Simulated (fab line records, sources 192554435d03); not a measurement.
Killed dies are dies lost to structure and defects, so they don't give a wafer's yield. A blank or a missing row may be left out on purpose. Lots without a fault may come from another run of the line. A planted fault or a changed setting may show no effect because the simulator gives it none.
Chamber matching | flow n5_finfet | N5_BEOL_M6_ETCH_65 on rie_diel-01: 4 sister chambers
The step etches SiARC in CF4, target depth 15.6 nm, time 26 s. 4 wafers are shown with their chamber, then 7 later ones without.

WAFERS WITH THEIR CHAMBER
wafer  | chamber | drypump_motor_current_A (A)
L086.1 | 1       | 6.1
L087.5 | 3       | 5.7
L091.2 | 0       | 5.2
L091.3 | 2       | 5.6

WAFERS WITHOUT THEIR CHAMBER
wafer  | drypump_motor_current_A (A)
L091.4 | 5.7
L093.3 | 6.1
L093.5 | 5.5
L093.6 | 6.1
L097.1 | 5.1
L097.3 | 5.7
L097.6 | 6.1

WHICH CHAMBER EACH WENT THROUGH
wafer  | from the rows above     | in truth
L091.4 | can't be placed: 3 or 2 | 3
L093.3 | 1                       | 1
L093.5 | can't be placed: 2 or 3 | 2
L093.6 | 1                       | 1
L097.1 | 0                       | 0
L097.3 | can't be placed: 3 or 2 | 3
L097.6 | 1                       | 1
Placed correctly: 4 of 7. Can't be placed from these rows: 3 (the true chamber is among the candidates in 3). Placed wrongly: 0.
How it was worked out, from the rows above alone: a wafer's distance from a chamber is the root of the sum, over the readings, of the square of ((its reading less the chamber's mean) divided by the reading's scatter). The wafer belongs to the nearest chamber; if the next one is less than 2 further off, it can't be placed. A chamber's mean is the mean of its shown wafers. The scatter: with one shown wafer a chamber, the root of the mean of the squares of how far each hidden wafer lies from its nearest shown one.
